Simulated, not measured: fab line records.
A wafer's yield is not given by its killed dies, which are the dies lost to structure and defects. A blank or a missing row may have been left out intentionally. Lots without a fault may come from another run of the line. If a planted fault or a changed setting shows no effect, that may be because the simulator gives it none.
Which tool is to blame? | flow n5 finfet | Sampling: 10 lots, 26 wafers, 5 of 1938 route steps

== WHAT EACH GAUGE READ, for each wafer ==
N5_HKMG_FIN_INSPECT_61: inspects for defects (macro). Usual: raw defect count 2.2, standard deviation 1.6.
lot  | measured    | on                | raw defect count | flag
L565 | day 3 23:38 | defect inspect-02 | 4 3 6            |
L566 | day 4 04:53 | defect inspect-01 | 0 0 3            |
L567 | day 4 15:59 | defect inspect-01 | 1 3 0            |
L572 | day 5 18:32 | defect inspect-01 | 3                |
L573 | day 5 22:49 | defect inspect-01 | 1 1 1            |
L574 | day 6 04:45 | defect inspect-02 | 2                |
L576 | day 6 18:27 | defect inspect-01 | 3 1 2            |
L578 | day 7 05:23 | defect inspect-02 | 1 2 4            |
L586 | day 9 09:11 | defect inspect-01 | 1 2 2            |
L588 | day 9 19:24 | defect inspect-02 | 0 1 3            |

N5_BEOL_M4_RC_MEAS_101. Usual: DIBL_N 36.4 mV/V, standard deviation 1.5; DIBL_P 36.4 mV/V, standard deviation 1.6; IOFF_N 0.164 nA/um, standard deviation 0.025; IOFF_P 0.214 nA/um, standard deviation 0.028; ION_N 675 uA/um, standard deviation 9.9; ION_P 463 uA/um, standard deviation 6.5; SS_N 71.5 mV/dec, standard deviation 0.5; SS_P 73.3 mV/dec, standard deviation 0.56; VT_N 249.2 mV, standard deviation 2.7; VT_P -250.1 mV, standard deviation 2.8.
lot  | measured     | on        | DIBL_N (mV/V)  | DIBL_P (mV/V)  | IOFF_N (nA/um)    | IOFF_P (nA/um)    | ION_N (uA/um) | ION_P (uA/um) | SS_N (mV/dec)  | SS_P (mV/dec)  | VT_N (mV)         | VT_P (mV)            | flag
L565 | day 7 20:11  | prober-02 | 36.5 37.0 37.2 | 35.4 36.7 36.3 | 0.134 0.155 0.149 | 0.171 0.186 0.185 | 664 688 660   | 453 458 451   | 71.2 70.7 70.8 | 73.7 73.7 73.2 | 250.4 248.1 251.0 | -256.0 -253.7 -256.5 |
L566 | day 8 09:56  | prober-01 | 37.4 38.5 36.1 | 35.4 37.0 33.7 | 0.145 0.171 0.129 | 0.213 0.250 0.190 | 671 678 659   | 465 470 459   | 70.9 71.7 71.3 | 73.9 74.0 73.2 | 251.9 249.3 254.3 | -249.3 -245.5 -250.1 |
L567 | day 8 12:26  | prober-02 | 35.8 36.0 35.8 | 37.5 37.2 36.9 | 0.165 0.168 0.166 | 0.224 0.219 0.208 | 677 682 687   | 471 467 467   | 71.8 71.8 70.9 | 73.8 73.6 73.2 | 249.6 247.4 248.3 | -249.5 -249.8 -250.5 |
L572 | day 9 23:02  | prober-01 | 39.0           | 39.0           | 0.219             | 0.242             | 694           | 469           | 72.1           | 73.2           | 242.9             | -249.2               |
L573 | day 9 21:47  | prober-01 | 35.3 35.9 35.8 | 38.5 37.9 37.8 | 0.150 0.158 0.153 | 0.253 0.246 0.246 | 665 671 669   | 468 469 462   | 71.6 71.8 71.8 | 73.5 74.0 73.8 | 251.1 251.9 252.0 | -244.9 -246.6 -245.0 |
L574 | day 10 01:30 | prober-01 | 38.6           | 36.6           | 0.188             | 0.254             | 675           | 465           | 71.8           | 73.6           | 245.4             | -248.3               |
L576 | day 10 18:33 | prober-01 | 35.4 36.5 34.9 | 35.3 37.1 34.9 | 0.159 0.188 0.156 | 0.232 0.260 0.230 | 683 695 667   | 478 477 460   | 72.0 72.6 72.1 | 73.2 73.9 73.2 | 249.1 244.5 248.4 | -247.9 -246.2 -246.7 |
L578 | day 11 04:34 | prober-01 | 31.7 33.6 34.8 | 32.8 35.4 36.4 | 0.103 0.128 0.140 | 0.155 0.193 0.198 | 652 664 672   | 451 465 470   | 70.7 70.8 70.8 | 71.8 72.8 73.1 | 256.0 252.9 250.1 | -251.5 -250.6 -249.8 |
L586 | day 13 03:38 | prober-02 | 35.1 34.7 35.5 | 34.9 34.4 35.5 | 0.159 0.146 0.157 | 0.175 0.169 0.187 | 681 674 667   | 458 457 455   | 71.7 71.1 71.8 | 73.1 73.1 72.9 | 250.2 249.3 249.2 | -254.8 -252.5 -254.0 |
L588 | day 13 15:23 | prober-02 | 37.4 36.6 37.8 | 37.1 36.1 36.8 | 0.184 0.164 0.174 | 0.225 0.212 0.218 | 675 674 678   | 464 457 459   | 71.4 71.6 71.2 | 73.8 73.7 74.1 | 246.9 251.0 249.6 | -250.5 -251.4 -249.9 |

== WHAT TOOL EACH LOT RAN ON (gives the tool, then ch and the chambers of the sampled wafers, and finally the start) ==
lot  | N5_HKMG_FIN_ALD_75              | N5_HKMG_FIN_ETCH_58               | N5_HKMG_FIN_CVD_62
L565 | ald hk-01 ch 1,2,3, day 3 23:07 | rie diel-02 ch 2,3, day 3 23:58   | thermal cvd si-02 ch 0,1, day 4 01:24
L566 | ald hk-03 ch 0,1,3, day 4 04:29 | rie diel-04 ch 2,3, day 4 05:22   | thermal cvd si-01 ch 1,2, day 4 07:02
L567 | ald hk-01 ch 1,2, day 4 15:35   | rie diel-04 ch 0,2,3, day 4 16:37 | thermal cvd si-02 ch 0,1,2, day 4 17:52
L572 | ald hk-03 ch 2, day 5 18:08     | rie diel-04 ch 3, day 5 19:05     | thermal cvd si-01 ch 1, day 5 20:21
L573 | ald hk-03 ch 0,2, day 5 22:18   | rie diel-01 ch 1,2, day 5 23:10   | thermal cvd si-02 ch 0,1, day 6 00:35
L574 | ald hk-03 ch 1, day 6 04:23     | rie diel-04 ch 3, day 6 05:40     | thermal cvd si-01 ch 1, day 6 07:02
L576 | ald hk-02 ch 0,1,3, day 6 17:56 | rie diel-02 ch 0,1,3, day 6 18:53 | thermal cvd si-01 ch 1,2, day 6 20:18
L578 | ald hk-02 ch 0,1,2, day 7 04:52 | rie diel-02 ch 1,2, day 7 05:44   | thermal cvd si-01 ch 1,2, day 7 07:12
L586 | ald hk-03 ch 1,2,3, day 9 08:40 | rie diel-01 ch 0,3, day 9 09:31   | thermal cvd si-01 ch 0,1,2, day 9 10:58
L588 | ald hk-01 ch 0,1,3, day 9 18:53 | rie diel-02 ch 1,2,3, day 9 20:10 | thermal cvd si-01 ch 0,1, day 9 21:35
- N5_HKMG_FIN_ALD_75: deposits Al2O3, target thk 1 nm, co reactant pulse time 1 s.
- N5_HKMG_FIN_ETCH_58: etches SOC in N2/H2, target depth 215.8 nm, time 741 s.
- N5_HKMG_FIN_CVD_62: deposits a-Si from Si2H6, target thk 3 nm, time 20.8 s.

== WHAT THE TOOLS THEMSELVES READ (means of the sampled wafers that have a number; where no wafer has one, the mark that the record gives instead) ==
N5_HKMG_FIN_ALD_75. Usual: heater power w 149 W, standard deviation 17; precursor pulse height rel 1.000, standard deviation 0.022; susceptor temp C 150.02 C, standard deviation 0.15.
lot  | tool      | heater power w (W) | precursor pulse height rel | susceptor temp C (C) | flag
L565 | ald hk-01 | 158                | 1.010                      | 150.07               |
L566 | ald hk-03 | 133                | 0.992                      | 150.06               |
L567 | ald hk-01 | 157                | 0.999                      | 150.02               |
L572 | ald hk-03 | 141                | 1.037                      | 149.93               |
L573 | ald hk-03 | 140                | 0.995                      | 150.06               |
L574 | ald hk-03 | 136                | 1.027                      | 150.13               |
L576 | ald hk-02 | 156                | 1.017                      | 150.08               |
L578 | ald hk-02 | 156                | 1.010                      | 150.01               |
L586 | ald hk-03 | 134                | 0.983                      | 149.93               |
L588 | ald hk-01 | 169                | 1.002                      | 150.19               |

N5_HKMG_FIN_ETCH_58. Usual: value, then standard deviation, for each; bias w 13.01 W / 0.038; drypump motor current A 5.5 A / 0.4; oes product au 0.82 a.u. / 0.098; rf vpp V 99.2 V / 0.94; run length s 764.1 s / 0.44; showerhead plenum p Torr 2.56 Torr / 0.077; throttle valve pct 17.90 % / 0.29.
lot  | tool        | bias w (W) | drypump motor current A (A) | oes product au (a.u.) | rf vpp V (V) | run length s (s) | showerhead plenum p Torr (Torr) | throttle valve pct (%) | flag
L565 | rie diel-02 | 13.04      | 5.0                         | 0.76                  | 98.2         | 764.0            | 2.48                            | 17.97                  |
L566 | rie diel-04 | 13.05      | 5.5                         | 0.81                  | 99.9         | 764.2            | 2.60                            | 18.05                  |
L567 | rie diel-04 | 13.01      | 5.5                         | 0.86                  | 99.8         | 764.3            | 2.61                            | 18.06                  |
L572 | rie diel-04 | -          | 5.4                         | 0.85                  | 100.2        | 647.3            | 2.58                            | 17.86                  | OFF
L573 | rie diel-01 | 12.97      | 5.9                         | 0.86                  | 99.0         | 764.4            | 2.54                            | 17.71                  |
L574 | rie diel-04 | -          | 5.4                         | 0.84                  | 99.9         | 647.0            | 2.58                            | 17.88                  | OFF
L576 | rie diel-02 | 13.02      | 5.3                         | 0.83                  | 98.1         | 764.2            | 2.52                            | 17.72                  |
L578 | rie diel-02 | 13.00      | 5.1                         | 0.80                  | 97.8         | 763.6            | 2.45                            | 17.86                  |
L586 | rie diel-01 | 13.01      | 6.1                         | 0.87                  | 99.8         | 764.1            | 2.65                            | 18.01                  |
L588 | rie diel-02 | 12.97      | 5.1                         | 0.77                  | 99.1         | 764.4            | 2.48                            | 17.83                  |

N5_HKMG_FIN_CVD_62. Usual: heater power w 1417 W, standard deviation 130; susceptor temp C 499.97 C, standard deviation 0.25.
lot  | tool              | heater power w (W) | susceptor temp C (C) | flag
L565 | thermal cvd si-02 | 1319               | 500.02               |
L566 | thermal cvd si-01 | 1457               | 499.91               |
L567 | thermal cvd si-02 | 1315               | 499.83               |
L572 | thermal cvd si-01 | 1429               | 500.23               |
L573 | thermal cvd si-02 | 1347               | 499.89               |
L574 | thermal cvd si-01 | 1454               | 500.17               |
L576 | thermal cvd si-01 | 1441               | 499.89               |
L578 | thermal cvd si-01 | 1449               | 500.04               |
L586 | thermal cvd si-01 | 1575               | 500.11               |
L588 | thermal cvd si-01 | 1569               | 499.94               |

== THE ANSWER, worked out from the rows above alone ==
Rule: take the mean of a lot's wafers that have a number; if it is more than 3 standard deviations from the usual mean, the lot is off. A lot without any number at a reading at which 4 lots or more have one is off too. The other lots that the step has rows for count as sound. After the gauges, taken in route order, come the tools' own readings; for these a lot's mean is taken, as printed above. At the first step where some lot is off, the reading lying furthest off is the one used; lots without a number count as furthest.
Off: L572, L574 (N5_HKMG_FIN_ETCH_58, bias w). Without a number there: L572, L574.
If a tool, at that step or one of the process steps before it, ran each lot that is off and ran no sound lot following the first of them, it fits. One fits: rie diel-04 at N5_HKMG_FIN_ETCH_58. Its last sound lot is L567 (day 4 16:37), its first lot that is off L572 (day 5 19:05): a fault that began between those two fits.
The tool's own readings at N5_HKMG_FIN_ETCH_58 bear it out: on the lots that are off they differ by more than 5 times the standard deviation of the sound lots' means. run length s reads 647.1 s there against 764.1 s on the sound lots.
Blank at N5_HKMG_FIN_ETCH_58 on the lots that are off, where sound lots have numbers: bias w.

== WHAT THE SIMULATOR HAD PUT IN ==
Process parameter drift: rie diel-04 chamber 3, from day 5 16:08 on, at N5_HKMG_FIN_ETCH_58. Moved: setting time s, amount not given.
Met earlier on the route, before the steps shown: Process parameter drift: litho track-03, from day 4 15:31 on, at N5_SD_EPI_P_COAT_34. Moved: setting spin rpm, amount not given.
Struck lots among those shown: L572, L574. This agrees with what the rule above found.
